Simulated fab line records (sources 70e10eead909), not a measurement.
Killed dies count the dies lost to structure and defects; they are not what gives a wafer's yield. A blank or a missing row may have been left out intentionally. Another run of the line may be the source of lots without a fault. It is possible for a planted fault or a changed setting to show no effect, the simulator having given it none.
fab line records	flow nandHarc
record: lots: 12	wafers: 36	lastDay: 33
route steps=1302 shown A_CHANNEL_FILL_D1@508 A_ONON_D2@564 END@1302
lots with no fault: from the same line, run without faults
startH: the number of hours between the record's first day and the start of the first shown wafer of the lot	waitH: how many hours have passed since the lot's step before this one	" same as the row above	L1.1+2: several wafers, shown together as one row	- no value, or no start was given	* or withheld: withheld	< > ~ a bound
route shown NAME@n: NAME is a module with steps in the file, n the number in the route of the first one	usual: the fault-free wafers' mean and standard deviation	same: alike in all rows	chamber/n: place in a boat	sites: readings site by site	_std_site: how widely they spread, as a standard deviation	_edge_site: outer sites' mean less inner sites'	radiusMm: how far each site lies from the wafer's centre	mask NAME#n: copy n	behind: tool/chamber where the wafer was last shaped	hold: the reason the lot was held/the length of the hold in hours/how it ended	device: names the non-switching transistor (n, p or np)	end of line: the same wafers' tests at the end of the route	for a step that has no rows: nothing shown but its recipe	killed: the dies lost at the first sort to structure and to defects; this is not the yield of the wafer	map: the dies of a wafer, with x for killed, . for not killed, _ for no die there
set.NAME: the run value of the setting; set.NAME@STEP: its run value at that earlier step	model.NAME: the simulator's own value behind a step, which no gauge read
the route's steps for a sample of lots (tables are steps, rows are wafers)
services: the hour from which a tool's chamber was out of use, counted from the record's first day as startH (under 0 if before that day), plus the number of hours and why
== steps ==
step: NHARC_A_CHANNEL_FILL_D1_ETCHBACK_08
recipe: targetDepthA: 2200	timeS: 110	c4f8FlowSccm: 20	arFlowSccm: withheld	rfW: 600	biasW: 300	chemistry: C4F8
usual: oesProductAu: 0.96/0.037	rfVppV: 441.9/2.6
lot.wafer	tool	chamber	startH	waitH	oesProductAu	rfHoursCounterH	rfVppV
L932.2	rieDiel-08	1	-	-	0.90	2.5	442.9
L932.1	"	2	"	"	0.92	2.1	445.6
L932.5	"	1	"	"	0.90	-	440.5
L933.4	rieDiel-08	2	-	-	0.98	3.0	444.2
L933.1	"	0	"	"	1.01	3.3	442.2
L933.6	"	2	"	"	0.98	-	444.5
L935.2	rieDiel-13	1	-	-	0.97	4.5	439.2
L935.1	"	2	"	"	0.98	3.1	446.3
L935.5	"	0	"	"	0.97	-	442.3
L937.4	rieDiel-08	2	-	-	0.99	4.3	444.7
L937.1	"	3	"	"	1.00	4.2	442.8
L937.6	"	0	"	"	1.00	-	441.7
L939.1	rieDiel-04	0	-	-	0.91	6.6	442.3
L939.2	"	1	"	"	0.92	6.9	439.3
L939.4	"	1	"	"	0.92	-	439.3
L945.3	rieDiel-04	1	-	-	1.01	0.2	440.2
L945.2	"	2	"	"	1.03	0.2	445.8
L945.6	"	3	"	"	1.00	-	437.8
L946.3	rieDiel-13	3	-	-	1.01	1.0	438.7
L946.2	"	0	"	"	1.00	1.4	443.1
L946.4	"	1	"	"	1.02	1.5	441.2
L947.3	rieDiel-08	1	-	-	0.99	0.6	441.5
L947.4	"	3	"	"	1.00	1.0	442.3
L947.5	"	2	"	"	1.01	-	444.1
L948.2	rieDiel-13	1	-	-	1.00	3.7	440.4
L948.6	"	3	"	"	1.01	-	437.8
L948.5	"	0	"	"	0.99	-	442.9
L950.1	rieDiel-08	1	-	-	0.92	2.5	441.5
L950.5	"	2	"	"	0.93	-	445.4
L950.6	"	3	"	"	0.92	-	442.8
L951.2	rieDiel-13	1	-	-	0.93	5.7	439.2
L951.3	"	0	"	"	0.93	5.6	443.5
L951.5	"	2	"	"	0.92	-	445.8
L954.4	rieDiel-08	2	-	-	0.93	3.9	445.6
L954.2	"	3	"	"	0.92	4.4	441.9
L954.6	"	1	"	"	0.92	-	440.5
step: NHARC_A_CHANNEL_FILL_D1_STRIP_29
recipe: timeS: 20	o2FlowSccm: 500	arFlowSccm: 0	biasW: 0	chemistry: O2
usual: drypumpMotorCurrentA: 5.7/0.32	oesProductAu: 1.001/0.012	rfVppV: 58.0/0.86	showerheadPlenumPTorr: 3.58/0.14	throttleValvePct: 17.038/0.0085
lot.wafer	tool	chamber	startH	waitH	drypumpMotorCurrentA	oesProductAu	rfHoursCounterH	rfVppV	showerheadPlenumPTorr	throttleValvePct
L932.1	rieDiel-08	0	-	-	5.7	1.015	2.3	58.0	3.65	17.044
L932.2	"	2	"	"	5.9	0.997	2.1	56.8	3.78	17.028
L932.5	"	3	"	"	5.9	1.004	-	57.0	3.58	17.030
L933.1	rieDiel-08	1	-	-	5.5	0.980	3.6	57.0	3.53	17.029
L933.4	"	2	"	"	5.9	0.990	3.0	58.1	3.78	17.033
L933.6	"	3	"	"	6.0	1.022	-	57.0	3.58	17.037
L935.2	rieDiel-13	1	-	-	5.8	1.008	4.5	58.6	3.50	17.042
L935.1	"	0	"	"	5.3	0.996	4.6	57.7	3.61	17.055
L935.5	"	1	"	"	5.8	0.997	-	58.5	3.50	17.041
L937.1	rieDiel-08	2	-	-	5.9	1.002	4.4	59.6	3.78	17.040
L937.4	"	0	"	"	5.7	1.002	4.8	58.2	3.64	17.038
L937.6	"	2	"	"	6.0	0.998	-	56.9	3.78	17.043
L939.2	rieDiel-04	1	306.51	0.1	5.3	0.999	7.0	57.6	3.51	17.046
L939.1	"	0	"	"	5.5	1.000	6.7	58.4	3.53	17.047
L939.4	"	1	"	"	5.3	1.009	-	57.5	3.51	17.039
L945.3	rieDiel-04	2	372.97	0.2	6.3	1.027	0.2	58.6	3.75	17.052
L945.2	"	3	"	"	5.6	1.001	0.2	56.6	3.30	17.039
L945.6	"	2	"	"	6.3	1.022	-	59.0	3.75	17.041
L946.2	rieDiel-13	3	-	-	6.5	1.021	1.1	58.6	3.37	17.050
L946.4	"	1	"	"	5.8	1.016	1.5	57.9	3.50	17.026
L946.3	"	2	"	"	5.4	0.996	1.1	57.0	3.77	17.028
L947.4	rieDiel-08	0	-	-	5.7	1.003	0.8	58.5	3.64	17.038
L947.3	"	1	"	"	5.5	0.997	0.6	58.7	3.53	17.028
L947.5	"	0	"	"	5.7	0.993	-	57.0	3.64	17.027
L948.2	rieDiel-13	3	-	-	6.5	1.015	2.4	56.9	3.37	17.043
L948.5	"	0	"	"	5.3	1.008	-	59.0	3.60	17.020
L948.6	"	1	"	"	5.8	0.999	-	57.8	3.50	17.014
L950.1	rieDiel-08	2	-	-	5.9	1.016	2.9	58.1	3.77	17.029
L950.6	"	0	"	"	5.7	0.995	-	58.7	3.64	17.037
L950.5	"	1	"	"	5.6	0.982	-	55.9	3.53	17.048
L951.2	rieDiel-13	2	-	-	5.4	0.993	4.4	58.8	3.77	17.026
L951.3	"	3	"	"	6.5	1.002	4.2	57.9	3.37	17.048
L951.5	"	0	"	"	5.2	0.989	-	57.2	3.60	17.040
L954.4	rieDiel-08	3	-	-	5.9	0.979	4.5	57.3	3.57	17.024
L954.2	"	1	"	"	5.6	0.987	3.8	56.7	3.53	17.034
L954.6	"	0	"	"	5.7	0.995	-	57.6	3.64	17.043
step: NHARC_A_ONON_D2_DEP_28
recipe: targetThkA: 10000	n2FlowSccm: 2750	n2oFlowSccm: 2000	nh3FlowSccm: 500	sih4FlowSccm: 210	tempC: 400
lot.wafer	tool	chamber	startH	waitH
L932.1+2+5	pecvdOnon-04	0	310.46	0.1
L933.1+4+6	pecvdOnon-01	0	324.73	0.1
L935.1+2+5	pecvdOnon-01	0	331.60	0.1
L937.1+4+6	pecvdOnon-02	0	352.85	0.1
L939.1+2+4	pecvdOnon-02	0	364.60	0.1
L946.2+3+4	pecvdOnon-01	0	425.48	0.1
L945.2+3+6	pecvdOnon-02	0	425.49	0.1
L947.3+4+5	pecvdOnon-02	0	445.37	0.2
L948.2+5+6	pecvdOnon-02	0	456.89	0.1
L950.1+5+6	pecvdOnon-04	0	482.94	0.1
L951.2+3+5	pecvdOnon-02	0	494.90	0.1
L954.2+4+6	pecvdOnon-01	0	504.99	0.2
step: NHARC_A_ONON_D2_THK_MEAS_30
recipe: thkMeasGauge: ellipsometry
usual: thkNm: 1000/9.3
lot.wafer	tool	chamber	startH	waitH	thkNm
L932.1	filmMetro-02	-	310.97	-	984
L932.2	"	-	"	"	981
L932.5	"	-	"	"	985
L933.1	filmMetro-02	-	325.23	-	1000
L933.4	"	-	"	"	1001
L933.6	"	-	"	"	999
L935.1	filmMetro-01	-	332.11	-	1006
L935.2	"	-	"	"	1005
L935.5	"	-	"	"	1006
L937.1	filmMetro-01	-	353.36	-	1500
L937.4	"	-	"	"	1501
L937.6	"	-	"	"	1503
L939.1	filmMetro-01	-	365.10	-	1486
L939.2	"	-	"	"	1483
L939.4	"	-	"	"	1484
L946.2	filmMetro-01	-	425.93	-	1006
L946.3	"	-	"	"	1004
L946.4	"	-	"	"	1006
L945.2	filmMetro-02	-	425.94	-	1005
L945.3	"	-	"	"	1007
L945.6	"	-	"	"	1006
L947.3	filmMetro-01	-	445.77	-	987
L947.4	"	-	"	"	985
L947.5	"	-	"	"	988
L948.2	filmMetro-01	-	457.33	-	1007
L948.5	"	-	"	"	1008
L948.6	"	-	"	"	1008
L950.1	filmMetro-02	-	483.45	-	1023
L950.5	"	-	"	"	1026
L950.6	"	-	"	"	1027
L951.2	filmMetro-01	-	495.35	-	1003
L951.3	"	-	"	"	1004
L951.5	"	-	"	"	1003
L954.2	filmMetro-01	-	505.44	-	1008
L954.4	"	-	"	"	1009
L954.6	"	-	"	"	1010
step: NHARC_A_ONON_D2_INSPECT_32
usual: rawDefectCount: 382/150
lot.wafer	tool	chamber	startH	waitH	rawDefectCount
L932.1	defectInspect-02	-	311.66	0.0	457
L932.2	"	-	"	"	309
L932.5	"	-	"	"	408
L933.1	defectInspect-02	-	325.77	0.0	956
L933.4	"	-	"	"	646
L933.6	"	-	"	"	670
L935.1	defectInspect-01	-	332.64	0.0	316
L935.2	"	-	"	"	364
L935.5	"	-	"	"	182
L937.1	defectInspect-01	-	353.90	0.0	168
L937.4	"	-	"	"	145
L937.6	"	-	"	"	153
L939.1	defectInspect-02	-	365.74	0.0	270
L939.2	"	-	"	"	213
L939.4	"	-	"	"	170
L945.2	defectInspect-01	-	426.49	0.1	449
L945.3	"	-	"	"	596
L945.6	"	-	"	"	344
L946.2	defectInspect-02	-	426.59	0.0	325
L946.3	"	-	"	"	387
L946.4	"	-	"	"	366
L947.3	defectInspect-01	-	446.32	0.0	560
L947.4	"	-	"	"	469
L947.5	"	-	"	"	411
L948.2	defectInspect-02	-	458.07	0.0	272
L948.5	"	-	"	"	306
L948.6	"	-	"	"	307
L950.1	defectInspect-02	-	483.98	0.0	261
L950.5	"	-	"	"	326
L950.6	"	-	"	"	373
L951.2	defectInspect-01	-	495.89	0.0	230
L951.3	"	-	"	"	173
L951.5	"	-	"	"	300
L954.2	defectInspect-02	-	505.98	0.0	386
L954.4	"	-	"	"	361
L954.6	"	-	"	"	356
step: NHARC_END_SORT_01
recipe: tempC: 25
usual: killedAtArray: 59/20	killedAtOther: 0.8/1	killedAtPeriphery: 3.2/2.1	killedDies: 63/21	killedOpen: 3.0/1.9	killedShort: 2.3/1.5
same: grossDies: 677
lot.wafer	tool	chamber	startH	waitH	killedAtArray	killedAtOther	killedAtPeriphery	killedDies	killedOpen	killedShort
L937.1	prober-01	0	637.49	2.5	675	0	2	677	3	2
L937.4	prober-01	0	639.88	3.4	676	0	1	677	1	1
L937.6	prober-01	0	641.47	4.0	674	0	3	677	3	4
L939.1	prober-02	0	637.52	2.5	673	0	4	677	3	0
L939.2	prober-02	0	638.31	2.8	675	0	2	677	3	1
L939.4	prober-02	0	639.89	3.4	671	0	6	677	2	4
killed by level:class
L937.1 A_ONON_D2:areaDep=616 A_SLIT:chamberFilmFlake=28 A_CHANNEL_HOLE_D2:chamberFilmFlake=9 A_CONTACT:chamberFilmFlake=4 A_CHANNEL_HOLE_D1:chamberFilmFlake=3 A_DECK1_JOINT:chamberFilmFlake=3 A_SGD_CUT:chamberFilmFlake=3 A_STAIRCASE:chamberFilmFlake=2
L939.1 A_ONON_D2:areaDep=599 A_SLIT:chamberFilmFlake=36 A_CHANNEL_HOLE_D2:chamberFilmFlake=19 A_STAIRCASE:chamberFilmFlake=5 A_CHANNEL_HOLE_D1:chamberFilmFlake=4 P_M2:chamberFilmFlake=2 A_ZERO_WELL:chamberFilmFlake=2 A_CONTACT:chamberFilmFlake=2
L939.2 A_ONON_D2:areaDep=601 A_SLIT:chamberFilmFlake=35 A_CHANNEL_HOLE_D2:chamberFilmFlake=29 A_CONTACT:chamberFilmFlake=3 A_CHANNEL_FILL_D1:geometricParticle:open=2 A_CHANNEL_HOLE_D1:chamberFilmFlake=2 A_CHANNEL_HOLE_D2:geometricParticle:open=1 A_M0:geometricParticle:short=1
L937.4 A_ONON_D2:areaDep=608 A_SLIT:chamberFilmFlake=37 A_CHANNEL_HOLE_D2:chamberFilmFlake=14 A_CONTACT:chamberFilmFlake=6 A_DECK1_JOINT:chamberFilmFlake=3 A_WL_FILL:chamberFilmFlake=2 A_BLC:geometricParticle:open=1 A_M0:geometricParticle:short=1
L939.4 A_ONON_D2:areaDep=596 A_CHANNEL_HOLE_D2:chamberFilmFlake=30 A_SLIT:chamberFilmFlake=28 A_STAIRCASE:chamberFilmFlake=5 A_CHANNEL_HOLE_D1:chamberFilmFlake=4 P_ZERO_WELL:chamberFilmFlake=3 A_CHANNEL_FILL_D2:chamberFilmFlake=3 P_GATE:geometricParticle:open=1
L937.6 A_ONON_D2:areaDep=600 A_SLIT:chamberFilmFlake=37 A_CONTACT:chamberFilmFlake=13 A_CHANNEL_HOLE_D2:chamberFilmFlake=10 A_STAIRCASE:chamberFilmFlake=4 A_ONON_D2:geometricParticle:short=2 A_CHANNEL_HOLE_D1:chamberFilmFlake=2 P_CONTACT:geometricParticle:open=1
== services ==
tool	chamber	startH	hours	kind
rieDiel-13	-	222.33	19.4	repair
rieDiel-08	0	224.30	-	clean
rieDiel-08	1	224.30	-	clean
rieDiel-08	2	224.30	-	clean
rieDiel-08	3	224.30	-	clean
rieDiel-04	0	241.65	14.1	repair
rieDiel-04	0	259.85	10.5	repair
pecvdOnon-01	-	269.00	13.0	pm
rieDiel-13	-	296.98	0.4	repair
rieDiel-04	2	301.95	12.0	repair
pecvdOnon-04	-	311.46	13.0	pm
pecvdOnon-02	-	327.18	0.1	repair
rieDiel-13	-	342.00	9.0	pm
rieDiel-08	0	342.70	2.6	repair
rieDiel-04	-	354.90	9.0	pm
rieDiel-04	0	365.22	8.0	repair
pecvdOnon-02	-	366.53	13.0	pm
rieDiel-08	-	367.80	9.0	pm
rieDiel-04	3	420.44	5.8	repair
pecvdOnon-01	-	450.00	13.0	pm
rieDiel-04	3	458.31	6.1	repair
pecvdOnon-02	-	464.77	2.9	repair
pecvdOnon-04	-	492.60	13.0	pm
pecvdOnon-02	-	504.20	3.9	repair
== key ==
firstSign: step: NHARC_A_ONON_D2_THK_MEAS_30	reading: thkNm	direction: up	sigmas: 53	usual: 1000	struck: 1493
effect: step: NHARC_END_SORT_01	reading: killedAtArray	direction: up	sigmas: 30	usual: 59	struck: 674
moreKillsBornAt: NHARC_A_ONON_D2_DEP_28@pecvdOnon-02: 3620
metAt NHARC_A_ONON_D2_DEP_28
struckLots L937,L939
laterRowsLeftOut L937.1,L937.4,L937.6,L939.1,L939.2,L939.4
testerLeftOut L937,L939
notActingAt NHARC_A_CHANNEL_FILL_D1_ETCHBACK_08,NHARC_A_CHANNEL_FILL_D1_STRIP_29,NHARC_A_ONON_D2_INSPECT_32
fault: kind: processParameterDrift	tool: pecvdOnon-02	chamber: -	onsetH: 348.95	steps: NHARC_A_ONON_D2_DEP_28	channel: targetThkA	offset: *	shape: step	endH: 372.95	actsIn: *	stated: *
testerLeftOut: of these lots the tester's yield and bins aren't shown, on N5 and GAA mostly nor the transistor test; their killed dies are dies lost to structure and defects alone, not to doping, threshold or leakage, so they don't give the yield
laterRowsLeftOut: the simulator's readings of these wafers behind a module that went badly wrong aren't trusted and aren't shown, but for the sort
